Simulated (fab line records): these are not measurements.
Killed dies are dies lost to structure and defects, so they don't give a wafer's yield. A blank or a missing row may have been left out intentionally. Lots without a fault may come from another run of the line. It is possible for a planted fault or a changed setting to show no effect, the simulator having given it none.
fab line records ; flow nandHarc
[record] lots = 13; wafers = 39; lastDay = 33
route steps=1302 shown P_STI@92 P_GATE@124 P_CONTACT@234
lots untouched by any fault: they come from a run of this same line in which no faults occurred
startH: the number of hours between the record's first day and the start of the first shown wafer of the lot ; waitH: hours from the lot's prior step to this one ; " as in the row above ; L1.1+2: a single row standing in for several wafers ; - no value, or no start was given ; * or withheld: withheld ; < > ~ a bound
route shown NAME@n: names a module that has steps shown in the file, with the first one's number in the route ; usual: mean/standard deviation of fault-free wafers ; same: alike in all rows ; chamber/n: place in a boat ; sites: per-site readings ; _std_site: their standard deviation ; _edge_site: inner sites' mean taken away from outer sites' mean ; radiusMm: for every site, how far away it sits from the centre of the wafer ; mask NAME#n: copy n ; behind: tool/chamber where the wafer was last shaped ; hold: the reason the lot was held/the length of the hold in hours/how it ended ; device: names the non-switching transistor (n, p or np) ; end of line: tests run on the same wafers once the route is complete ; where a step has no rows: the recipe by itself ; killed: dies lost to structure and defects at the first sort, not the wafer's yield ; map: dies across one wafer; x = killed, . = not, _ = none there
set.NAME: the setting as run; set.NAME@STEP: as run at that earlier step ; model.NAME: the simulator's own value behind a step, which no gauge read
route steps across a sampled set of lots; one table per step, one row per wafer
services: a tool's chamber out of use, with start hour (startH, from the record's first day; less than 0 if before it), hours out, and reason
[[steps]]
[step NHARC_P_STI_OCD_MEAS_17]
[usual] trenchDepthNm = 300/3.8; trenchFootCdNm = 157.4/2.3
lot.wafer;tool;chamber;startH;waitH;trenchDepthNm;trenchFootCdNm
L569.1;ocd-01;-;49.16;0.1;298;157.2
L569.3;ocd-01;-;49.16;0.1;293;159.1
L569.6;ocd-01;-;49.16;0.1;299;156.1
L571.1;ocd-01;-;63.89;0.1;301;156.9
L571.4;ocd-01;-;63.89;0.1;295;155.5
L571.5;ocd-01;-;63.89;0.1;297;159.8
L573.2;ocd-02;-;82.99;0.1;300;156.5
L573.3;ocd-02;-;82.99;0.1;301;160.1
L573.5;ocd-02;-;82.99;0.1;300;161.6
L574.1;ocd-02;-;94.76;0.1;295;158.5
L574.3;ocd-02;-;94.76;0.1;299;156.9
L574.6;ocd-02;-;94.76;0.1;297;159.2
L575.1;ocd-02;-;103.88;0.1;297;162.1
L575.4;ocd-02;-;103.88;0.1;301;159.4
L575.6;ocd-02;-;103.88;0.1;298;160.1
L576.2;ocd-02;-;112.94;0.1;299;158.8
L576.4;ocd-02;-;112.94;0.1;306;156.4
L576.6;ocd-02;-;112.94;0.1;303;159.8
L581.2;ocd-01;-;160.42;0.1;308;155.9
L581.3;ocd-01;-;160.42;0.1;306;159.1
L581.6;ocd-01;-;160.42;0.1;306;156.6
L582.3;ocd-02;-;180.99;0.1;298;156.8
L582.4;ocd-02;-;180.99;0.1;303;156.8
L582.6;ocd-02;-;180.99;0.1;297;157.9
L586.2;ocd-02;-;213.02;0.1;305;154.4
L586.3;ocd-02;-;213.02;0.1;303;154.8
L586.6;ocd-02;-;213.02;0.1;302;156.0
L587.4;ocd-02;-;223.93;0.1;305;155.7
L587.5;ocd-02;-;223.93;0.1;302;158.8
L587.6;ocd-02;-;223.93;0.1;307;156.5
L589.1;ocd-02;-;243.88;0.1;305;156.1
L589.2;ocd-02;-;243.88;0.1;306;153.7
L589.4;ocd-02;-;243.88;0.1;299;156.5
L591.2;ocd-02;-;266.65;0.1;296;160.9
L591.4;ocd-02;-;266.65;0.1;288;156.9
L591.5;ocd-02;-;266.65;0.1;294;156.7
L592.2;ocd-02;-;274.75;0.1;298;155.1
L592.4;ocd-02;-;274.75;0.1;296;162.0
L592.5;ocd-02;-;274.75;0.1;302;159.9
[step NHARC_P_GATE_DESCUM_13]
[recipe] timeS = 3; o2FlowSccm = 200; arFlowSccm = 0; biasPowerW = 0; chemistry = O2
[usual] chamberPressureMTorr = 60.00/0.052; drypumpMotorCurrentA = 5.8/0.48; oesProductAu = 1.004/0.0097; rfVppV = 57.8/0.85; showerheadPlenumPTorr = 1.92/0.088; throttleValvePct = 11.311/0.01
lot.wafer;tool;chamber;startH;waitH;chamberPressureMTorr;drypumpMotorCurrentA;oesProductAu;rfHoursCounterH;rfVppV;showerheadPlenumPTorr;throttleValvePct
L569.1;rieDiel-03;3;84.32;-;60.00;6.6;1.008;6;57.5;1.89;11.303
L569.3;rieDiel-03;1;84.32;-;60.01;4.8;0.989;5;58.0;1.83;11.309
L569.6;rieDiel-03;3;84.32;-;60.01;6.6;1.003;-;57.8;1.89;11.310
L571.1;rieDiel-07;0;100.24;-;60.03;5.8;0.994;10;57.3;2.00;11.331
L571.4;rieDiel-07;2;100.24;-;60.16;5.9;1.004;10;57.9;1.97;11.308
L571.5;rieDiel-07;1;100.24;-;59.95;6.2;0.997;-;59.6;2.03;11.319
L573.2;rieDiel-07;3;117.07;-;60.04;5.2;1.004;10;59.2;2.05;11.308
L573.3;rieDiel-07;1;117.07;-;59.97;6.2;1.018;12;59.7;2.03;11.337
L573.5;rieDiel-07;3;117.07;-;60.09;5.2;1.003;-;58.2;2.05;11.309
L574.3;rieDiel-07;2;129.17;-;60.04;5.8;0.995;0;57.6;1.97;11.296
L574.1;rieDiel-07;1;129.17;-;60.01;6.2;1.019;0;58.5;2.03;11.330
L574.6;rieDiel-07;3;129.17;-;60.08;5.2;0.989;-;57.4;2.05;11.316
L575.1;rieDiel-05;1;140.78;-;60.07;6.3;1.004;3;57.1;1.90;11.314
L575.4;rieDiel-05;3;140.78;-;59.93;6.1;1.002;4;58.6;1.83;11.325
L575.6;rieDiel-05;0;140.78;-;60.07;5.5;1.002;-;57.3;1.87;11.314
L576.2;rieDiel-05;1;154.36;-;60.01;6.2;1.011;4;59.0;1.90;11.290
L576.4;rieDiel-05;2;154.36;-;60.04;6.1;0.989;3;58.7;2.03;11.307
L576.6;rieDiel-05;3;154.36;-;59.98;6.1;1.006;-;58.1;1.83;11.302
L581.3;rieDiel-07;1;196.34;-;59.99;6.2;1.013;3;58.9;2.03;11.306
L581.2;rieDiel-07;2;196.34;-;60.00;5.9;1.004;4;57.6;1.97;11.306
L581.6;rieDiel-07;0;196.34;-;60.01;5.8;1.012;-;60.4;2.00;11.311
L582.3;rieDiel-07;1;227.70;-;59.96;6.2;1.007;6;58.7;2.02;11.313
L582.4;rieDiel-07;3;227.70;-;59.96;5.2;1.000;7;57.5;2.05;11.305
L582.6;rieDiel-07;1;227.70;-;60.03;6.2;1.008;-;58.8;2.02;11.320
L586.3;rieDiel-03;2;247.79;-;59.98;5.7;1.007;5;56.6;1.80;11.320
L586.2;rieDiel-03;0;247.79;-;59.98;5.2;1.018;5;57.7;1.83;11.312
L586.6;rieDiel-03;1;247.79;-;59.96;4.9;1.009;-;57.8;1.83;11.322
L587.4;rieDiel-05;3;265.28;-;60.03;6.1;0.986;1;57.9;1.82;11.319
L587.6;rieDiel-05;0;265.28;-;60.03;5.5;0.993;-;57.5;1.86;11.306
L587.5;rieDiel-05;1;265.28;-;59.99;6.3;1.016;-;57.7;1.90;11.292
L589.2;rieDiel-03;1;280.21;-;59.98;4.8;0.997;7;56.7;1.83;11.307
L589.1;rieDiel-03;2;280.21;-;60.10;5.7;1.010;7;57.5;1.80;11.314
L589.4;rieDiel-03;3;280.21;-;60.10;6.6;0.998;8;55.7;1.89;11.299
L591.2;rieDiel-05;3;301.38;-;59.96;6.1;0.987;2;57.8;1.82;11.308
L591.4;rieDiel-05;1;301.38;-;60.08;6.2;1.019;-;58.9;1.90;11.316
L591.5;rieDiel-05;2;301.38;-;59.94;6.1;0.984;-;58.3;2.02;11.309
L592.2;rieDiel-03;2;308.08;-;60.02;5.7;1.003;0;57.9;1.80;11.295
L592.4;rieDiel-03;3;308.08;-;59.98;6.6;1.012;0;56.0;1.89;11.304
L592.5;rieDiel-03;1;308.08;-;59.97;4.9;0.998;-;57.8;1.83;11.317
[step NHARC_P_GATE_DEVELOP_25]
[recipe] developTimeS = 35; devTempC = 23
[usual] developerTempC = 23.00/0.1; resistLineTempC = 22.99/0.11
[same] developTimeS = 35
lot.wafer;tool;chamber;startH;waitH;developerTempC;resistLineTempC
L569.1;lithoTrack-04;0;100;-;22.92;23.07
L569.3;lithoTrack-04;0;100;-;22.92;23.03
L569.6;lithoTrack-04;0;100;-;22.88;22.89
L571.1;lithoTrack-04;0;114;-;23.05;23.17
L571.4;lithoTrack-04;0;114;-;23.12;22.95
L571.5;lithoTrack-04;0;114;-;23.01;23.20
L573.2;lithoTrack-04;0;134;-;23.02;23.00
L573.3;lithoTrack-04;0;134;-;23.02;22.94
L573.5;lithoTrack-04;0;134;-;22.94;22.86
L574.1;lithoTrack-01;0;143;-;23.09;23.19
L574.3;lithoTrack-01;0;143;-;22.97;23.12
L574.6;lithoTrack-01;0;143;-;22.98;23.00
L575.1;lithoTrack-04;0;155;-;22.96;23.13
L575.4;lithoTrack-04;0;155;-;23.08;23.04
L575.6;lithoTrack-04;0;155;-;22.85;23.12
L576.2;lithoTrack-06;0;168;-;22.87;22.94
L576.4;lithoTrack-06;0;168;-;23.24;22.87
L576.6;lithoTrack-06;0;168;-;22.98;22.81
L581.2;lithoTrack-04;0;210;-;20.62;22.99
L581.3;lithoTrack-04;0;210;-;20.68;22.97
L581.6;lithoTrack-04;0;210;-;20.69;23.14
L582.3;lithoTrack-04;0;244;-;20.89;22.88
L582.4;lithoTrack-04;0;244;-;20.73;22.84
L582.6;lithoTrack-04;0;244;-;20.73;22.92
L586.2;lithoTrack-06;0;262;-;23.10;22.90
L586.3;lithoTrack-06;0;262;-;23.04;22.93
L586.6;lithoTrack-06;0;262;-;23.01;22.82
L587.4;lithoTrack-06;0;278;-;23.16;23.14
L587.5;lithoTrack-06;0;278;-;22.98;23.05
L587.6;lithoTrack-06;0;278;-;23.03;23.15
L589.1;lithoTrack-01;0;296;-;23.03;23.02
L589.2;lithoTrack-01;0;296;-;23.16;23.11
L589.4;lithoTrack-01;0;296;-;23.19;23.15
L591.2;lithoTrack-01;0;317;-;22.81;22.95
L591.4;lithoTrack-01;0;317;-;23.14;22.90
L591.5;lithoTrack-01;0;317;-;22.95;22.90
L592.2;lithoTrack-04;0;321;-;22.99;22.99
L592.4;lithoTrack-04;0;321;-;23.08;22.85
L592.5;lithoTrack-04;0;321;-;23.05;22.93
[step NHARC_P_CONTACT_INSPECT_14]
[usual] rawDefectCount = 4.5/2.6
lot.wafer;tool;chamber;startH;waitH;rawDefectCount
L569.1;defectInspect-01;-;121.00;0.0;3
L569.3;defectInspect-01;-;121.00;0.0;8
L569.6;defectInspect-01;-;121.00;0.0;3
L571.1;defectInspect-02;-;134.76;0.0;12
L571.4;defectInspect-02;-;134.76;0.0;11
L571.5;defectInspect-02;-;134.76;0.0;3
L573.2;defectInspect-01;-;154.40;0.0;5
L573.3;defectInspect-01;-;154.40;0.0;5
L573.5;defectInspect-01;-;154.40;0.0;1
L574.1;defectInspect-01;-;166.95;0.0;6
L574.3;defectInspect-01;-;166.95;0.0;8
L574.6;defectInspect-01;-;166.95;0.0;6
L575.1;defectInspect-02;-;176.27;0.0;4
L575.4;defectInspect-02;-;176.27;0.0;1
L575.6;defectInspect-02;-;176.27;0.0;2
L576.2;defectInspect-02;-;188.44;0.0;6
L576.4;defectInspect-02;-;188.44;0.0;5
L576.6;defectInspect-02;-;188.44;0.0;5
L581.2;defectInspect-02;-;232.86;0.0;4
L581.3;defectInspect-02;-;232.86;0.0;2
L581.6;defectInspect-02;-;232.86;0.0;3
L582.3;defectInspect-02;-;264.64;0.0;5
L582.4;defectInspect-02;-;264.64;0.0;2
L582.6;defectInspect-02;-;264.64;0.0;6
L586.2;defectInspect-01;-;283.08;0.0;3
L586.3;defectInspect-01;-;283.08;0.0;3
L586.6;defectInspect-01;-;283.08;0.0;3
L587.4;defectInspect-01;-;301.22;0.1;6
L587.5;defectInspect-01;-;301.22;0.1;6
L587.6;defectInspect-01;-;301.22;0.1;6
L589.1;defectInspect-02;-;317.22;0.0;4
L589.2;defectInspect-02;-;317.22;0.0;7
L589.4;defectInspect-02;-;317.22;0.0;6
L591.2;defectInspect-02;-;338.37;0.0;7
L591.4;defectInspect-02;-;338.37;0.0;3
L591.5;defectInspect-02;-;338.37;0.0;1
L592.2;defectInspect-01;-;342.03;0.0;5
L592.4;defectInspect-01;-;342.03;0.0;4
L592.5;defectInspect-01;-;342.03;0.0;5
[[services]]
tool;chamber;startH;hours;kind
rieDiel-07;0;71.85;-;clean
rieDiel-07;1;71.85;-;clean
rieDiel-07;2;71.85;-;clean
rieDiel-07;3;71.85;-;clean
rieDiel-07;0;96.35;-;clean
rieDiel-07;1;96.35;-;clean
rieDiel-07;2;96.35;-;clean
rieDiel-07;3;96.35;-;clean
rieDiel-03;-;104.30;9.0;pm
rieDiel-07;-;117.20;9.0;pm
rieDiel-07;0;117.20;9.0;ventCycle
lithoTrack-01;-;155.00;7.0;pm
rieDiel-03;-;159.69;21.3;repair
rieDiel-05;1;161.60;3.1;repair
rieDiel-05;-;172.19;4.8;repair
lithoTrack-06;-;179.00;7.0;pm
rieDiel-03;2;202.87;11.6;repair
lithoTrack-04;-;203.00;7.0;pm
rieDiel-05;-;229.60;9.0;pm
rieDiel-07;1;256.65;3.3;repair
rieDiel-03;0;269.32;4.4;repair
rieDiel-03;-;281.30;9.0;pm
rieDiel-07;-;294.20;9.0;pm
rieDiel-05;0;294.30;8.2;repair
[[key]]
[firstSign] step = NHARC_P_GATE_DEVELOP_25; reading = developerTempC; direction = down; sigmas = 23; usual = *; struck = *
effect none on later readings
metAt NHARC_P_GATE_DEVELOP_25
struckLots L581,L582
testerLeftOut L581,L582
notActingAt NHARC_P_STI_OCD_MEAS_17,NHARC_P_GATE_DESCUM_13,NHARC_P_CONTACT_INSPECT_14
onsetBetween 155 210
[fault] kind = processParameterDrift; tool = lithoTrack-04; chamber = -; onsetH = 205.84; steps = NHARC_P_GATE_DEVELOP_25; channel = devTempC; offset = *; shape = step; endH = 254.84; actsIn = *; stated = *
// testerLeftOut: of these lots the tester's yield and bins aren't shown, on N5 and GAA mostly nor the transistor test; their killed dies are dies lost to structure and defects alone, not to doping, threshold or leakage, so they don't give the yield
